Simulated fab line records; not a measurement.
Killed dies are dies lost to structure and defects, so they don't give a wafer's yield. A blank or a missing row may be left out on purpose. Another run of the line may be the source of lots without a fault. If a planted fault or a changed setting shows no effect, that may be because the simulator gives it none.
Which tool is to blame? | flow n5Finfet | 9 lots with 26 wafers sampled at 5 steps, on a route of 1938 steps

== WHAT EACH GAUGE READ, for each wafer ==
N5_BEOL_M1_OCD_MEAS_38. Usual: trenchDepthNm 55.0 nm, standard deviation 0.85.
lot  | measured     | on     | trenchDepthNm (nm) | flag
L932 | day 6 05:08  | ocd-01 | 56.9 56.6 55.1     | 
L933 | day 6 15:29  | ocd-01 | 54.8 56.1 55.0     | 
L938 | day 7 23:22  | ocd-01 | 54.7 55.7 54.6     | 
L940 | day 8 02:58  | ocd-01 | 56.2 55.0 56.1     | 
L942 | day 8 21:31  | ocd-02 | 55.0 54.3 55.1     | 
L952 | day 11 09:52 | ocd-01 | 55.2 54.4 53.2     | 
L954 | day 11 17:22 | ocd-02 | 54.0 54.4          | 
L953 | day 11 17:50 | ocd-01 | 55.2 55.0 56.3     | 
L955 | day 11 21:43 | ocd-01 | 54.2 54.3 54.1     | 

N5_BEOL_M4_RC_MEAS_101. Usual: DIBL_N 37.1 mV/V, standard deviation 1.9; DIBL_P 37.2 mV/V, standard deviation 2.3; IOFF_N 0.18 nA/um, standard deviation 0.04; IOFF_P 0.23 nA/um, standard deviation 0.044; ION_N 682 uA/um, standard deviation 11; ION_P 468 uA/um, standard deviation 8.6; SS_N 71.9 mV/dec, standard deviation 0.68; SS_P 73.5 mV/dec, standard deviation 0.74; VT_N 248 mV, standard deviation 3.4; VT_P -248 mV, standard deviation 3.4.
lot  | measured     | on        | DIBL_N (mV/V)  | DIBL_P (mV/V)  | IOFF_N (nA/um) | IOFF_P (nA/um) | ION_N (uA/um) | ION_P (uA/um) | SS_N (mV/dec)  | SS_P (mV/dec)  | VT_N (mV)   | VT_P (mV)      | flag
L932 | day 8 02:03  | prober-01 | 38.1 35.5 38.4 | 37.9 34.4 37.7 | 0.19 0.13 0.19 | 0.25 0.20 0.25 | 676 668 679   | 471 460 465   | 71.6 71.4 72.1 | 73.4 72.3 73.3 | 248 254 250 | -247 -250 -248 | 
L933 | day 8 02:15  | prober-02 | 39.1 36.4 38.4 | 38.0 34.9 36.1 | 0.19 0.14 0.16 | 0.24 0.20 0.22 | 673 675 668   | 463 468 461   | 72.1 71.3 72.4 | 74.4 73.4 73.8 | 250 251 248 | -250 -251 -249 | 
L938 | day 9 08:40  | prober-01 | 33.4 37.4 34.6 | 32.2 36.3 34.1 | 0.12 0.18 0.14 | 0.17 0.22 0.19 | 669 675 674   | 460 459 462   | 71.7 71.8 71.1 | 71.5 72.9 72.6 | 251 251 252 | -250 -248 -249 | 
L940 | day 9 20:41  | prober-01 | 35.0 37.0 37.2 | 34.4 37.8 37.1 | 0.14 0.20 0.19 | 0.19 0.26 0.23 | 672 694 679   | 466 481 466   | 71.7 71.6 72.2 | 72.6 73.7 73.2 | 250 244 244 | -251 -244 -249 | 
L942 | day 10 10:13 | prober-01 | 36.6 34.3 34.6 | 38.5 37.1 35.9 | 0.17 0.14 0.14 | 0.20 0.18 0.17 | 685 676 675   | 461 461 456   | 71.6 70.7 71.0 | 74.0 73.0 72.0 | 249 254 251 | -254 -251 -255 | 
L952 | day 13 04:58 | prober-01 | 37.6 37.4 41.7 | 40.2 39.5 43.6 | 0.21 0.19 0.32 | 0.29 0.26 0.37 | 688 681 699   | 473 464 477   | 72.1 71.8 73.5 | 74.6 74.0 75.8 | 246 247 240 | -246 -246 -244 | 
L954 | day 13 06:49 | prober-01 | 36.3 32.8      | 37.3 33.6      | 0.19 0.13      | 0.26 0.20      | 689 652       | 471 457       | 72.2 71.2      | 73.4 71.7      | 246 253     | -245 -250      | 
L953 | day 13 07:31 | prober-02 | 35.7 40.3 36.5 | 36.0 39.2 36.0 | 0.16 0.23 0.16 | 0.20 0.24 0.20 | 685 684 685   | 469 461 468   | 70.9 72.7 71.6 | 73.0 74.4 73.3 | 248 245 249 | -250 -252 -253 | 
L955 | day 13 09:58 | prober-02 | 36.4 36.8 37.0 | 36.7 36.7 37.2 | 0.17 0.17 0.18 | 0.21 0.22 0.23 | 672 671 675   | 459 454 460   | 71.2 72.2 71.9 | 73.0 73.5 73.8 | 248 248 247 | -252 -250 -250 | 

== WHAT TOOL EACH LOT RAN ON (gives the tool, then ch and the chambers of the sampled wafers, and finally the start) ==
lot  | N5_BEOL_M1_STRIP_19               | N5_BEOL_M1_VIA_ETCH_34            | N5_BEOL_M1_STRIP_97
L932 | rieDiel-04 ch 1,2, day 6 01:44    | rieDiel-04 ch 1,3, day 6 04:53    | rieDiel-04 ch 1,3, day 6 05:08 or earlier
L933 | rieDiel-02 ch 0,1, day 6 11:09    | rieDiel-02 ch 1,2,3, day 6 15:14  | rieDiel-02 ch 1,2,3, day 6 15:29 or earlier
L938 | rieDiel-04 ch 0,1,2, day 7 12:26  | rieDiel-06 ch 1,2,3, day 7 23:07  | rieDiel-06 ch 1,2,3, day 7 23:22 or earlier
L940 | rieDiel-02 ch 0,2,3, day 8 00:50  | rieDiel-02 ch 0,1,3, day 8 02:42  | rieDiel-02 ch 0,1,3, day 8 02:58 or earlier
L942 | rieDiel-04 ch 1,2, day 8 19:36    | rieDiel-02 ch 1,2, day 8 21:16    | rieDiel-02 ch 1,2, day 8 21:31 or earlier
L952 | rieDiel-02 ch 0,2, day 11 06:14   | rieDiel-06 ch 1,2, day 11 09:37   | rieDiel-06 ch 1,2, day 11 09:52 or earlier
L954 | rieDiel-04 ch 2,3, day 11 09:31   | rieDiel-04 ch 1,3, day 11 17:07   | rieDiel-04 ch 1,3, day 11 17:22 or earlier
L953 | rieDiel-06 ch 1,2,3, day 11 13:52 | rieDiel-04 ch 1,2,3, day 11 17:35 | rieDiel-04 ch 1,2,3, day 11 17:50 or earlier
L955 | rieDiel-06 ch 0,1,2, day 11 18:41 | rieDiel-02 ch 1,2, day 11 21:28   | rieDiel-02 ch 1,2, day 11 21:43 or earlier
- N5_BEOL_M1_STRIP_19: strips in O2.
- N5_BEOL_M1_VIA_ETCH_34: etches the open film in C4F6/O2, target depth 67.8 nm, time 64.4 s.
- N5_BEOL_M1_STRIP_97: strips in N2/H2, time 10 s.

== AS READ BY THE TOOLS THEMSELVES (means over the sampled wafers that have a number; for cases with no such wafer, the mark the record gives instead) ==
N5_BEOL_M1_STRIP_19. Usual: chamberPressureMTorr 29.999 mTorr, standard deviation 0.028; drypumpMotorCurrentA 5.7 A, standard deviation 0.35; oesProductAu 0.81 a.u., standard deviation 0.072; rfVppV 3.6 V, standard deviation 0.49; showerheadPlenumPTorr 2.11 Torr, standard deviation 0.083; throttleValvePct 16.64 %, standard deviation 0.22.
lot  | tool       | chamberPressureMTorr (mTorr) | drypumpMotorCurrentA (A) | oesProductAu (a.u.) | rfVppV (V) | showerheadPlenumPTorr (Torr) | throttleValvePct (%) | flag
L932 | rieDiel-04 | 30.005                       | 5.5                      | 0.76                | 3.6        | 2.06                         | 16.63                | 
L933 | rieDiel-02 | 29.986                       | 5.4                      | 0.87                | 3.6        | 2.24                         | 16.61                | 
L938 | rieDiel-04 | 29.997                       | 5.5                      | 0.82                | 4.0        | 2.05                         | 16.58                | 
L940 | rieDiel-02 | 29.988                       | 5.8                      | 0.80                | 4.2        | 2.16                         | 16.74                | 
L942 | rieDiel-04 | 30.011                       | 5.4                      | 0.79                | 3.4        | 2.03                         | 16.71                | 
L952 | rieDiel-02 | 29.968                       | 5.6                      | 0.75                | 3.6        | 2.14                         | 17.04                | 
L954 | rieDiel-04 | 30.010                       | 5.7                      | 0.82                | 3.5        | 2.08                         | 16.74                | 
L953 | rieDiel-06 | 30.019                       | 5.9                      | 0.79                | 3.6        | 2.15                         | 16.54                | 
L955 | rieDiel-06 | 30.002                       | 5.9                      | 0.78                | 3.5        | 2.09                         | 16.64                | 

N5_BEOL_M1_VIA_ETCH_34. Usual: for chamberPressureMTorr, 15.003 mTorr with a standard deviation of 0.015; for drypumpMotorCurrentA, 5.8 A with a standard deviation of 0.42; for oesProductAu, 0.82 a.u. with a standard deviation of 0.068; for rfVppV, 661 V with a standard deviation of 8; for runLengthS, 87.8 s with a standard deviation of 0.52; for showerheadPlenumPTorr, 2.87 Torr with a standard deviation of 0.11; for throttleValvePct, 30.7 % with a standard deviation of 0.35.
lot  | tool       | chamberPressureMTorr (mTorr) | drypumpMotorCurrentA (A) | oesProductAu (a.u.) | rfVppV (V) | runLengthS (s) | showerheadPlenumPTorr (Torr) | throttleValvePct (%) | flag
L932 | rieDiel-04 | 15.004                       | 5.8                      | 0.87                | 659        | 87.9           | 2.88                         | 30.8                 | 
L933 | rieDiel-02 | 15.004                       | 6.0                      | 0.86                | 657        | 87.4           | 2.92                         | 30.7                 | 
L938 | rieDiel-06 | 15.007                       | 5.9                      | 0.82                | 666        | 87.7           | 2.90                         | 30.4                 | 
L940 | rieDiel-02 | 15.001                       | 5.5                      | 0.84                | 662        | 81.4           | 3.01                         | 30.7                 | OFF
L942 | rieDiel-02 | 15.000                       | 6.2                      | 0.83                | 654        | 84.6           | 2.83                         | 30.9                 | OFF
L952 | rieDiel-06 | 14.995                       | 6.1                      | 0.82                | 659        | 87.7           | 2.84                         | 30.4                 | 
L954 | rieDiel-04 | 15.004                       | 5.8                      | 0.78                | 662        | 87.7           | 2.85                         | 30.8                 | 
L953 | rieDiel-04 | 15.002                       | 5.7                      | 0.79                | 660        | 88.0           | 2.81                         | 30.8                 | 
L955 | rieDiel-02 | 15.005                       | 6.2                      | 0.79                | 653        | 87.9           | 2.82                         | 31.0                 | 

N5_BEOL_M1_STRIP_97. Usual: chamberPressureMTorr 20.000 mTorr, standard deviation 0.017; drypumpMotorCurrentA 5.8 A, standard deviation 0.42; oesProductAu 0.82 a.u., standard deviation 0.065; rfVppV 59.2 V, standard deviation 0.86; showerheadPlenumPTorr 2.57 Torr, standard deviation 0.1; throttleValvePct 23.6 %, standard deviation 0.35.
lot  | tool       | chamberPressureMTorr (mTorr) | drypumpMotorCurrentA (A) | oesProductAu (a.u.) | rfVppV (V) | showerheadPlenumPTorr (Torr) | throttleValvePct (%) | flag
L932 | rieDiel-04 | 19.991                       | 5.9                      | 0.86                | 59.1       | 2.55                         | 23.6                 | 
L933 | rieDiel-02 | 19.991                       | 6.0                      | 0.86                | 59.9       | 2.62                         | 23.6                 | 
L938 | rieDiel-06 | 19.989                       | 5.9                      | 0.81                | 59.1       | 2.60                         | 23.3                 | 
L940 | rieDiel-02 | 19.995                       | 5.5                      | 0.83                | 59.7       | 2.68                         | 23.5                 | 
L942 | rieDiel-02 | 20.002                       | 6.2                      | 0.83                | 59.2       | 2.54                         | 24.0                 | 
L952 | rieDiel-06 | 19.999                       | 6.1                      | 0.82                | 59.5       | 2.54                         | 23.3                 | 
L954 | rieDiel-04 | 19.978                       | 5.8                      | 0.77                | 59.0       | 2.52                         | 23.6                 | 
L953 | rieDiel-04 | 20.011                       | 5.7                      | 0.78                | 59.5       | 2.49                         | 23.7                 | 
L955 | rieDiel-02 | 20.012                       | 6.2                      | 0.80                | 59.3       | 2.53                         | 24.0                 | 

== THE ANSWER, worked out from the rows above alone ==
Rule: a lot is off if the mean of its wafers that have a number lies more than 3 standard deviations from the usual mean. Also off: a lot with no number at a reading for which 4 or more lots have one. The other lots that the step has rows for count as sound. First the gauges in route order, then the tools' own readings, where a lot's mean is used as printed above. At the first step where some lot is off, the reading lying furthest off is the one used; lots without a number count as furthest.
Off: L940, L942 (N5_BEOL_M1_VIA_ETCH_34, runLengthS).
A tool fits if, at that step or a process step before it, it ran every lot that is off, and no sound lot after the first of them. Not one of the candidates tried fits.

== WHAT HAD BEEN PUT IN BY THE SIMULATOR ==
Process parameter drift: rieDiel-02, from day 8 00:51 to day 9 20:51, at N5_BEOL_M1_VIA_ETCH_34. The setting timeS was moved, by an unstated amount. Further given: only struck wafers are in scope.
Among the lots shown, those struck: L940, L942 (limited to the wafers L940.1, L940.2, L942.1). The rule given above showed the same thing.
